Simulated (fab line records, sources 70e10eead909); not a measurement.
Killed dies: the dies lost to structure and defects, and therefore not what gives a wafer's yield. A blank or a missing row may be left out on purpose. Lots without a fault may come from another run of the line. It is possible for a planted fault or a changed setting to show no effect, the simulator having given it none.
fab line records :: flow nandHarc
record
  lots=6
  wafers=18
  lastDay=25
route steps=1159 shown P_GATE@205 P_CONTACT@217
lots that met no fault: taken from a fault-free run of the same line
startH: hours from the record's opening day to when the first of the lot's shown wafers began :: waitH: time in hours since the lot's previous step :: " repeats the value in the row above :: L1.1+2: a row that stands for several wafers :: - no value present, or no start provided :: * or withheld: withheld :: < > ~ a bound
route shown NAME@n: a module of which the file shows steps, and the number in the route of the first :: usual: mean and standard deviation over wafers with no fault :: same: alike in all rows :: chamber/n: place in a boat :: sites: the reading at each site :: _std_site: the standard deviation of these :: _edge_site: inner sites' mean taken away from outer sites' mean :: radiusMm: for every site, how far away it sits from the centre of the wafer :: mask NAME#n: copy n :: behind: the last tool/chamber to shape the wafer :: hold: cause of the lot's hold/its duration in hours/its outcome :: device: names the non-switching transistor (n, p or np) :: end of line: tests of these same wafers at the route's end :: step lacking rows: just its recipe :: killed: dies lost to structure and defects at the first sort, not the wafer's yield :: map: shows each die of a wafer: x if killed, . if not, _ if none is there
set.NAME: the setting the step ran with; set.NAME@STEP: the setting that earlier step ran with :: model.NAME: the simulator's own value behind a step, which no gauge read
certain route steps with their lots: each step a table, each wafer a row
services: from which hour (startH, from the record's first day; less than 0 if before it) a tool's chamber was out of use, for how many hours, and why
## steps
# step NHARC_P_GATE_STRIP_95
# recipe
  powerW=1500
  tempC=250
  chemistry=O2
# usual
  drypumpMotorCurrentA=5.8/0.48
  heaterPowerW=349/44
lot.wafer: L927.1
tool: plasmaAsher-01
chamber: 1
startH: 115.65
waitH: 0.6
drypumpMotorCurrentA: 4.9
heaterPowerW: 414
rfHoursCounterH: 3

lot.wafer: L927.6
tool: plasmaAsher-01
chamber: 1
startH: 115.65
waitH: 0.6
drypumpMotorCurrentA: 5.0
heaterPowerW: 423
rfHoursCounterH: -

lot.wafer: L927.5
tool: plasmaAsher-01
chamber: 0
startH: 115.65
waitH: 0.6
drypumpMotorCurrentA: 5.7
heaterPowerW: 334
rfHoursCounterH: -

lot.wafer: L929.1
tool: plasmaAsher-01
chamber: 1
startH: 121.64
waitH: 0.6
drypumpMotorCurrentA: 5.0
heaterPowerW: 430
rfHoursCounterH: 5

lot.wafer: L929.4
tool: plasmaAsher-01
chamber: 1
startH: 121.64
waitH: 0.6
drypumpMotorCurrentA: 4.9
heaterPowerW: 426
rfHoursCounterH: -

lot.wafer: L929.6
tool: plasmaAsher-01
chamber: 1
startH: 121.64
waitH: 0.6
drypumpMotorCurrentA: 5.0
heaterPowerW: 429
rfHoursCounterH: -

lot.wafer: L941.4
tool: plasmaAsher-02
chamber: 1
startH: 183.71
waitH: 0.4
drypumpMotorCurrentA: 6.3
heaterPowerW: 326
rfHoursCounterH: -

lot.wafer: L941.5
tool: plasmaAsher-02
chamber: 1
startH: 183.71
waitH: 0.4
drypumpMotorCurrentA: 6.2
heaterPowerW: 327
rfHoursCounterH: -

lot.wafer: L941.6
tool: plasmaAsher-02
chamber: 0
startH: 183.71
waitH: 0.4
drypumpMotorCurrentA: 6.1
heaterPowerW: 312
rfHoursCounterH: -

lot.wafer: L943.2
tool: plasmaAsher-01
chamber: 0
startH: 205.01
waitH: 0.6
drypumpMotorCurrentA: 5.6
heaterPowerW: 330
rfHoursCounterH: 35

lot.wafer: L943.1
tool: plasmaAsher-01
chamber: 1
startH: 205.01
waitH: 0.6
drypumpMotorCurrentA: 5.0
heaterPowerW: 430
rfHoursCounterH: 35

lot.wafer: L943.5
tool: plasmaAsher-01
chamber: 0
startH: 205.01
waitH: 0.6
drypumpMotorCurrentA: 5.6
heaterPowerW: 327
rfHoursCounterH: -

lot.wafer: L948.1
tool: plasmaAsher-02
chamber: 0
startH: 232.98
waitH: 0.6
drypumpMotorCurrentA: 6.1
heaterPowerW: 309
rfHoursCounterH: 14

lot.wafer: L948.4
tool: plasmaAsher-02
chamber: 0
startH: 232.98
waitH: 0.6
drypumpMotorCurrentA: 6.1
heaterPowerW: 319
rfHoursCounterH: -

lot.wafer: L948.5
tool: plasmaAsher-02
chamber: 1
startH: 232.98
waitH: 0.6
drypumpMotorCurrentA: 6.2
heaterPowerW: 340
rfHoursCounterH: -

lot.wafer: L950.1
tool: plasmaAsher-02
chamber: 0
startH: 239.30
waitH: 0.6
drypumpMotorCurrentA: 6.1
heaterPowerW: 312
rfHoursCounterH: 16

lot.wafer: L950.4
tool: plasmaAsher-02
chamber: 0
startH: 239.30
waitH: 0.6
drypumpMotorCurrentA: 6.1
heaterPowerW: 323
rfHoursCounterH: -

lot.wafer: L950.5
tool: plasmaAsher-02
chamber: 0
startH: 239.30
waitH: 0.6
drypumpMotorCurrentA: 6.1
heaterPowerW: 310
rfHoursCounterH: -
# step NHARC_P_GATE_STRIP_96
# recipe
  timeS=900
  tempC=130
  chemistry=SPM
# step NHARC_P_GATE_RTA_64
# recipe
  tempC=1050
  timeS=1
# usual
  lampPowerPct=32.0/0.58
  lamp_zone_1_pct=32.0/0.58
  wafer_temp_C_max=1054.7/0.82
# same
  timeS=1
lot.wafer: L927.1
tool: rtpAnneal-02
chamber: 0
startH: 116.28
waitH: -
lampPowerPct: 32.6
lamp_zone_1_pct: 32.7
wafer_temp_C_max: 1053.5

lot.wafer: L927.5
tool: rtpAnneal-02
chamber: 0
startH: 116.28
waitH: -
lampPowerPct: 32.7
lamp_zone_1_pct: 32.7
wafer_temp_C_max: 1054.8

lot.wafer: L927.6
tool: rtpAnneal-02
chamber: 0
startH: 116.28
waitH: -
lampPowerPct: 32.6
lamp_zone_1_pct: 32.6
wafer_temp_C_max: 1055.6

lot.wafer: L929.1
tool: rtpAnneal-02
chamber: 0
startH: 122.20
waitH: -
lampPowerPct: 32.7
lamp_zone_1_pct: 32.6
wafer_temp_C_max: 1054.6

lot.wafer: L929.4
tool: rtpAnneal-02
chamber: 0
startH: 122.20
waitH: -
lampPowerPct: 32.7
lamp_zone_1_pct: 32.6
wafer_temp_C_max: 1056.1

lot.wafer: L929.6
tool: rtpAnneal-02
chamber: 0
startH: 122.20
waitH: -
lampPowerPct: 32.7
lamp_zone_1_pct: 32.7
wafer_temp_C_max: 1055.5

lot.wafer: L941.4
tool: rtpAnneal-01
chamber: 0
startH: 184.35
waitH: -
lampPowerPct: 31.5
lamp_zone_1_pct: 31.6
wafer_temp_C_max: 1053.5

lot.wafer: L941.5
tool: rtpAnneal-01
chamber: 0
startH: 184.35
waitH: -
lampPowerPct: 31.5
lamp_zone_1_pct: 31.5
wafer_temp_C_max: 1053.2

lot.wafer: L941.6
tool: rtpAnneal-01
chamber: 0
startH: 184.35
waitH: -
lampPowerPct: 31.5
lamp_zone_1_pct: 31.5
wafer_temp_C_max: 1053.8

lot.wafer: L943.1
tool: rtpAnneal-02
chamber: 0
startH: 205.71
waitH: -
lampPowerPct: 32.7
lamp_zone_1_pct: 32.7
wafer_temp_C_max: 1054.4

lot.wafer: L943.2
tool: rtpAnneal-02
chamber: 0
startH: 205.71
waitH: -
lampPowerPct: 32.7
lamp_zone_1_pct: 32.7
wafer_temp_C_max: 1055.2

lot.wafer: L943.5
tool: rtpAnneal-02
chamber: 0
startH: 205.71
waitH: -
lampPowerPct: 32.7
lamp_zone_1_pct: 32.6
wafer_temp_C_max: 1053.8

lot.wafer: L948.1
tool: rtpAnneal-02
chamber: 0
startH: 233.54
waitH: -
lampPowerPct: 32.7
lamp_zone_1_pct: 32.7
wafer_temp_C_max: 1054.8

lot.wafer: L948.4
tool: rtpAnneal-02
chamber: 0
startH: 233.54
waitH: -
lampPowerPct: 32.7
lamp_zone_1_pct: 32.7
wafer_temp_C_max: 1055.0

lot.wafer: L948.5
tool: rtpAnneal-02
chamber: 0
startH: 233.54
waitH: -
lampPowerPct: 32.7
lamp_zone_1_pct: 32.7
wafer_temp_C_max: 1055.3

lot.wafer: L950.1
tool: rtpAnneal-02
chamber: 0
startH: 240.04
waitH: -
lampPowerPct: 32.7
lamp_zone_1_pct: 32.7
wafer_temp_C_max: 1053.9

lot.wafer: L950.4
tool: rtpAnneal-02
chamber: 0
startH: 240.04
waitH: -
lampPowerPct: 32.7
lamp_zone_1_pct: 32.6
wafer_temp_C_max: 1055.3

lot.wafer: L950.5
tool: rtpAnneal-02
chamber: 0
startH: 240.04
waitH: -
lampPowerPct: 32.7
lamp_zone_1_pct: 32.7
wafer_temp_C_max: 1053.2
# step NHARC_P_GATE_ETCH_77
# recipe
  targetDepthA=60
  chemistry=dHF
  material=SiO2
# step NHARC_P_GATE_DEGAS_109
# recipe
  tempC=300
  timeS=60
# usual
  heaterPowerW=441/53
# same
  timeS=60
lot.wafer: L927.1
tool: pvdSputter-02
chamber: -
startH: 116.61
waitH: 0.1
heaterPowerW: 480

lot.wafer: L927.6
tool: pvdSputter-02
chamber: -
startH: 116.61
waitH: 0.1
heaterPowerW: 381

lot.wafer: L927.5
tool: pvdSputter-02
chamber: -
startH: 116.61
waitH: 0.1
heaterPowerW: 378

lot.wafer: L929.4
tool: pvdSputter-03
chamber: -
startH: 122.51
waitH: 0.1
heaterPowerW: 399

lot.wafer: L929.1
tool: pvdSputter-03
chamber: -
startH: 122.51
waitH: 0.1
heaterPowerW: 506

lot.wafer: L929.6
tool: pvdSputter-03
chamber: -
startH: 122.51
waitH: 0.1
heaterPowerW: 387

lot.wafer: L941.4
tool: pvdSputter-02
chamber: -
startH: 184.57
waitH: 0.1
heaterPowerW: 385

lot.wafer: L941.6
tool: pvdSputter-02
chamber: -
startH: 184.57
waitH: 0.1
heaterPowerW: 377

lot.wafer: L941.5
tool: pvdSputter-02
chamber: -
startH: 184.57
waitH: 0.1
heaterPowerW: 511

lot.wafer: L943.1
tool: pvdSputter-02
chamber: -
startH: 206.05
waitH: 0.1
heaterPowerW: 511

lot.wafer: L943.2
tool: pvdSputter-02
chamber: -
startH: 206.05
waitH: 0.1
heaterPowerW: 496

lot.wafer: L943.5
tool: pvdSputter-02
chamber: -
startH: 206.05
waitH: 0.1
heaterPowerW: 391

lot.wafer: L948.4
tool: pvdSputter-02
chamber: -
startH: 233.85
waitH: 0.1
heaterPowerW: 511

lot.wafer: L948.1
tool: pvdSputter-02
chamber: -
startH: 233.85
waitH: 0.1
heaterPowerW: 515

lot.wafer: L948.5
tool: pvdSputter-02
chamber: -
startH: 233.85
waitH: 0.1
heaterPowerW: 428

lot.wafer: L950.1
tool: pvdSputter-03
chamber: -
startH: 240.35
waitH: 0.1
heaterPowerW: 374

lot.wafer: L950.4
tool: pvdSputter-03
chamber: -
startH: 240.35
waitH: 0.1
heaterPowerW: 498

lot.wafer: L950.5
tool: pvdSputter-03
chamber: -
startH: 240.35
waitH: 0.1
heaterPowerW: 454
# step NHARC_P_GATE_PRE_CLEAN_110
# recipe
  timeS=30
  biasV=200
  gas=Ar
# step NHARC_P_GATE_SPUTTER_78
# recipe
  targetThkA=100
  material=Ni
# step NHARC_P_GATE_SPUTTER_79
# recipe
  targetThkA=100
  material=TiN
# step NHARC_P_GATE_RTA_80
# recipe
  tempC=300
  timeS=30
# usual
  wafer_temp_C_max=301.3/0.31
# same
  timeS=30
lot.wafer: L927.1
tool: rtpAnneal-02
chamber: 0
startH: 116.89
waitH: -
wafer_temp_C_max: 301.3

lot.wafer: L927.5
tool: rtpAnneal-02
chamber: 0
startH: 116.89
waitH: -
wafer_temp_C_max: 300.8

lot.wafer: L927.6
tool: rtpAnneal-02
chamber: 0
startH: 116.89
waitH: -
wafer_temp_C_max: 301.7

lot.wafer: L929.1
tool: rtpAnneal-01
chamber: 0
startH: 122.80
waitH: -
wafer_temp_C_max: 301.3

lot.wafer: L929.4
tool: rtpAnneal-01
chamber: 0
startH: 122.80
waitH: -
wafer_temp_C_max: 301.1

lot.wafer: L929.6
tool: rtpAnneal-01
chamber: 0
startH: 122.80
waitH: -
wafer_temp_C_max: 301.1

lot.wafer: L941.4
tool: rtpAnneal-01
chamber: 0
startH: 185.27
waitH: -
wafer_temp_C_max: 301.9

lot.wafer: L941.5
tool: rtpAnneal-01
chamber: 0
startH: 185.27
waitH: -
wafer_temp_C_max: 301.3

lot.wafer: L941.6
tool: rtpAnneal-01
chamber: 0
startH: 185.27
waitH: -
wafer_temp_C_max: 301.4

lot.wafer: L943.1
tool: rtpAnneal-01
chamber: 0
startH: 206.34
waitH: -
wafer_temp_C_max: 301.4

lot.wafer: L943.2
tool: rtpAnneal-01
chamber: 0
startH: 206.34
waitH: -
wafer_temp_C_max: 301.4

lot.wafer: L943.5
tool: rtpAnneal-01
chamber: 0
startH: 206.34
waitH: -
wafer_temp_C_max: 300.9

lot.wafer: L948.1
tool: rtpAnneal-02
chamber: 0
startH: 234.14
waitH: -
wafer_temp_C_max: 301.2

lot.wafer: L948.4
tool: rtpAnneal-02
chamber: 0
startH: 234.14
waitH: -
wafer_temp_C_max: 300.7

lot.wafer: L948.5
tool: rtpAnneal-02
chamber: 0
startH: 234.14
waitH: -
wafer_temp_C_max: 300.9

lot.wafer: L950.1
tool: rtpAnneal-01
chamber: 0
startH: 240.80
waitH: -
wafer_temp_C_max: 301.4

lot.wafer: L950.4
tool: rtpAnneal-01
chamber: 0
startH: 240.80
waitH: -
wafer_temp_C_max: 301.2

lot.wafer: L950.5
tool: rtpAnneal-01
chamber: 0
startH: 240.80
waitH: -
wafer_temp_C_max: 301.7
# step NHARC_P_GATE_STRIP_67
# recipe
  timeS=600
  tempC=130
  chemistry=SPM
# step NHARC_P_GATE_RTA_82
# recipe
  tempC=450
  timeS=30
# step NHARC_P_GATE_INSPECT_68
# usual
  rawDefectCount=206/81
lot.wafer: L927.1
tool: defectInspect-01
chamber: -
startH: 117.58
waitH: 0.2
rawDefectCount: 196

lot.wafer: L927.5
tool: defectInspect-01
chamber: -
startH: 117.58
waitH: 0.2
rawDefectCount: 140

lot.wafer: L927.6
tool: defectInspect-01
chamber: -
startH: 117.58
waitH: 0.2
rawDefectCount: 88

lot.wafer: L929.1
tool: defectInspect-02
chamber: -
startH: 123.46
waitH: 0.2
rawDefectCount: 135

lot.wafer: L929.4
tool: defectInspect-02
chamber: -
startH: 123.46
waitH: 0.2
rawDefectCount: 220

lot.wafer: L929.6
tool: defectInspect-02
chamber: -
startH: 123.46
waitH: 0.2
rawDefectCount: 185

lot.wafer: L941.4
tool: defectInspect-01
chamber: -
startH: 185.85
waitH: 0.1
rawDefectCount: 83

lot.wafer: L941.5
tool: defectInspect-01
chamber: -
startH: 185.85
waitH: 0.1
rawDefectCount: 146

lot.wafer: L941.6
tool: defectInspect-01
chamber: -
startH: 185.85
waitH: 0.1
rawDefectCount: 82

lot.wafer: L943.1
tool: defectInspect-02
chamber: -
startH: 207.02
waitH: 0.2
rawDefectCount: 278

lot.wafer: L943.2
tool: defectInspect-02
chamber: -
startH: 207.02
waitH: 0.2
rawDefectCount: 353

lot.wafer: L943.5
tool: defectInspect-02
chamber: -
startH: 207.02
waitH: 0.2
rawDefectCount: 244

lot.wafer: L948.1
tool: defectInspect-01
chamber: -
startH: 234.96
waitH: 0.2
rawDefectCount: 192

lot.wafer: L948.4
tool: defectInspect-01
chamber: -
startH: 234.96
waitH: 0.2
rawDefectCount: 210

lot.wafer: L948.5
tool: defectInspect-01
chamber: -
startH: 234.96
waitH: 0.2
rawDefectCount: 136

lot.wafer: L950.1
tool: defectInspect-01
chamber: -
startH: 241.58
waitH: 0.2
rawDefectCount: 191

lot.wafer: L950.4
tool: defectInspect-01
chamber: -
startH: 241.58
waitH: 0.2
rawDefectCount: 177

lot.wafer: L950.5
tool: defectInspect-01
chamber: -
startH: 241.58
waitH: 0.2
rawDefectCount: 252
# step NHARC_P_CONTACT_DEP_30
# recipe
  targetThkA=300
  tempC=400
  targetThkNm=30
  flowSccm=200
  rfW=450
  material=SiNx
# usual
  heaterPowerW=678/97
lot.wafer: L927.1
tool: pecvd-04
chamber: 2
startH: 117.65
waitH: 0.1
heaterPowerW: 805

lot.wafer: L927.6
tool: pecvd-04
chamber: 2
startH: 117.65
waitH: 0.1
heaterPowerW: 814

lot.wafer: L927.5
tool: pecvd-04
chamber: 1
startH: 117.65
waitH: 0.1
heaterPowerW: 809

lot.wafer: L929.1
tool: pecvd-01
chamber: 2
startH: 123.94
waitH: 0.5
heaterPowerW: 641

lot.wafer: L929.6
tool: pecvd-01
chamber: 0
startH: 123.94
waitH: 0.5
heaterPowerW: 586

lot.wafer: L929.4
tool: pecvd-01
chamber: 1
startH: 123.94
waitH: 0.5
heaterPowerW: 766

lot.wafer: L941.5
tool: pecvd-01
chamber: 1
startH: 186.03
waitH: 0.2
heaterPowerW: 729

lot.wafer: L941.6
tool: pecvd-01
chamber: 2
startH: 186.03
waitH: 0.2
heaterPowerW: 625

lot.wafer: L941.4
tool: pecvd-01
chamber: 0
startH: 186.03
waitH: 0.2
heaterPowerW: 607

lot.wafer: L941.5
tool: pecvd-01
chamber: 1
startH: 186.82
waitH: -
heaterPowerW: 751

lot.wafer: L941.6
tool: pecvd-01
chamber: 2
startH: 186.82
waitH: -
heaterPowerW: 635

lot.wafer: L941.4
tool: pecvd-01
chamber: 0
startH: 186.82
waitH: -
heaterPowerW: 602

lot.wafer: L943.1
tool: pecvd-04
chamber: 0
startH: 208.00
waitH: 1.0
heaterPowerW: 586

lot.wafer: L943.2
tool: pecvd-04
chamber: 2
startH: 208.00
waitH: 1.0
heaterPowerW: 940

lot.wafer: L943.5
tool: pecvd-04
chamber: 0
startH: 208.00
waitH: 1.0
heaterPowerW: 577

lot.wafer: L943.1
tool: pecvd-04
chamber: 0
startH: 209.24
waitH: 1.2
heaterPowerW: 571

lot.wafer: L943.2
tool: pecvd-04
chamber: 2
startH: 209.24
waitH: 1.2
heaterPowerW: 931

lot.wafer: L943.5
tool: pecvd-04
chamber: 0
startH: 209.24
waitH: 1.2
heaterPowerW: 582

lot.wafer: L948.1
tool: pecvd-01
chamber: 2
startH: 235.10
waitH: 0.1
heaterPowerW: 641

lot.wafer: L948.5
tool: pecvd-01
chamber: 0
startH: 235.10
waitH: 0.1
heaterPowerW: 705

lot.wafer: L948.4
tool: pecvd-01
chamber: 1
startH: 235.10
waitH: 0.1
heaterPowerW: 618

lot.wafer: L950.1
tool: pecvd-01
chamber: 2
startH: 241.81
waitH: 0.2
heaterPowerW: 602

lot.wafer: L950.5
tool: pecvd-01
chamber: 1
startH: 241.81
waitH: 0.2
heaterPowerW: 731

lot.wafer: L950.4
tool: pecvd-01
chamber: 2
startH: 241.81
waitH: 0.2
heaterPowerW: 622
# step NHARC_P_CONTACT_DEP_00
# recipe
  targetThkA=5000
  tempC=400
  pressureTorr=6.5
  rfW=900
  teosFlowSccm=161.4
  flowSccm=2650
  targetThkNm=500
  gas=O2
  material=SiO2
# usual
  heaterPowerW=523/93
  showerheadVppV=1885/80
  throttleValvePct=16.3/0.42
lot.wafer: L927.1
tool: pecvd-04
chamber: 2
startH: 118.00
waitH: 0.3
heaterPowerW: 714
showerheadVppV: 1872
throttleValvePct: 16.2

lot.wafer: L927.6
tool: pecvd-04
chamber: 2
startH: 118.00
waitH: 0.3
heaterPowerW: 565
showerheadVppV: 1868
throttleValvePct: 16.0

lot.wafer: L927.5
tool: pecvd-04
chamber: 1
startH: 118.00
waitH: 0.3
heaterPowerW: 625
showerheadVppV: 1821
throttleValvePct: 16.6

lot.wafer: L929.1
tool: pecvd-01
chamber: 2
startH: -
waitH: -
heaterPowerW: 487
showerheadVppV: 2003
throttleValvePct: 16.1

lot.wafer: L929.6
tool: pecvd-01
chamber: 0
startH: -
waitH: -
heaterPowerW: 545
showerheadVppV: 1984
throttleValvePct: 15.8

lot.wafer: L929.4
tool: pecvd-01
chamber: 1
startH: -
waitH: -
heaterPowerW: 585
showerheadVppV: 1916
throttleValvePct: 16.7

lot.wafer: L941.5
tool: pecvd-01
chamber: 1
startH: -
waitH: -
heaterPowerW: 524
showerheadVppV: 1948
throttleValvePct: 16.9

lot.wafer: L941.6
tool: pecvd-01
chamber: 2
startH: -
waitH: -
heaterPowerW: 400
showerheadVppV: 1976
throttleValvePct: 16.7

lot.wafer: L941.4
tool: pecvd-01
chamber: 0
startH: -
waitH: -
heaterPowerW: 511
showerheadVppV: 2006
throttleValvePct: 15.9

lot.wafer: L943.1
tool: pecvd-04
chamber: 0
startH: 209.59
waitH: 0.3
heaterPowerW: 460
showerheadVppV: 1779
throttleValvePct: 16.3

lot.wafer: L943.2
tool: pecvd-04
chamber: 2
startH: 209.59
waitH: 0.3
heaterPowerW: 747
showerheadVppV: 1863
throttleValvePct: 15.4

lot.wafer: L943.5
tool: pecvd-04
chamber: 0
startH: 209.59
waitH: 0.3
heaterPowerW: 502
showerheadVppV: 1802
throttleValvePct: 16.5

lot.wafer: L948.1
tool: pecvd-01
chamber: 2
startH: -
waitH: -
heaterPowerW: 433
showerheadVppV: 2019
throttleValvePct: 16.6

lot.wafer: L948.5
tool: pecvd-01
chamber: 0
startH: -
waitH: -
heaterPowerW: 422
showerheadVppV: 1977
throttleValvePct: 15.9

lot.wafer: L948.4
tool: pecvd-01
chamber: 1
startH: -
waitH: -
heaterPowerW: 558
showerheadVppV: 1946
throttleValvePct: 16.9

lot.wafer: L950.1
tool: pecvd-01
chamber: 2
startH: -
waitH: -
heaterPowerW: 471
showerheadVppV: 2020
throttleValvePct: 16.4

lot.wafer: L950.5
tool: pecvd-01
chamber: 1
startH: -
waitH: -
heaterPowerW: 583
showerheadVppV: 1942
throttleValvePct: 16.8

lot.wafer: L950.4
tool: pecvd-01
chamber: 2
startH: -
waitH: -
heaterPowerW: 368
showerheadVppV: 2009
throttleValvePct: 16.6
## services
tool: pecvd-04
chamber: 0
startH: 97.66
hours: 25.3
kind: repair

tool: plasmaAsher-01
chamber: -
startH: 99.00
hours: 9.0
kind: pm

tool: plasmaAsher-01
chamber: 0
startH: 99.00
hours: 9.0
kind: ventCycle

tool: plasmaAsher-01
chamber: 1
startH: 99.00
hours: 9.0
kind: ventCycle

tool: pvdSputter-03
chamber: -
startH: 102.23
hours: 10.0
kind: pm

tool: plasmaAsher-01
chamber: 0
startH: 108.00
hours: -
kind: clean

tool: plasmaAsher-01
chamber: 1
startH: 108.00
hours: -
kind: clean

tool: plasmaAsher-01
chamber: -
startH: 110.03
hours: 0.9
kind: repair

tool: pvdSputter-03
chamber: -
startH: 115.49
hours: 1.2
kind: repair

tool: plasmaAsher-02
chamber: -
startH: 116.86
hours: 1.7
kind: repair

tool: pecvd-01
chamber: -
startH: 146.41
hours: 1.2
kind: repair

tool: pecvd-04
chamber: -
startH: 148.73
hours: 1.8
kind: repair

tool: pecvd-04
chamber: -
startH: 151.20
hours: 1.7
kind: repair

tool: pvdSputter-03
chamber: -
startH: 165.34
hours: 0.6
kind: repair

tool: pecvd-04
chamber: -
startH: 195.00
hours: 13.0
kind: pm

tool: pecvd-04
chamber: 0
startH: 195.00
hours: 13.0
kind: ventCycle

tool: pecvd-04
chamber: 1
startH: 195.00
hours: 15.7
kind: ventCycle

tool: pecvd-04
chamber: 2
startH: 195.00
hours: 13.0
kind: ventCycle

tool: pecvd-01
chamber: 2
startH: 200.23
hours: 6.0
kind: repair

tool: pecvd-04
chamber: 0
startH: 208.00
hours: -
kind: clean

tool: pecvd-04
chamber: 2
startH: 208.00
hours: -
kind: clean

tool: pvdSputter-02
chamber: -
startH: 214.05
hours: 10.0
kind: pm

tool: plasmaAsher-02
chamber: -
startH: 217.51
hours: 1.1
kind: repair

tool: pecvd-04
chamber: 0
startH: 240.18
hours: 6.7
kind: repair
## key
firstSign
  step=NHARC_P_CONTACT_DEP_30
  reading=visit
  direction=added
effect none on later readings
metAt NHARC_P_CONTACT_DEP_30
struckWafers L941.4,L941.5,L941.6,L943.1,L943.2,L943.5
sortLeftOut L941.4,L941.5,L941.6,L943.1,L943.2,L943.5
testerLeftOut L941,L943
fault
  kind=repeatedStepWhole
  tool=pecvd-01,pecvd-03,pecvd-04
  chamber=-
  onsetH=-
  steps=NHARC_P_CONTACT_DEP_30
  times=1
  scope=struckLotsOnly
# testerLeftOut: of these lots the tester's yield and bins aren't shown, on N5 and GAA mostly nor the transistor test; their killed dies are dies lost to structure and defects alone, not to doping, threshold or leakage, so they don't give the yield
# sortLeftOut: the simulated sort isn't trusted on such a fault, so these wafers' sort isn't shown, and their yield isn't known
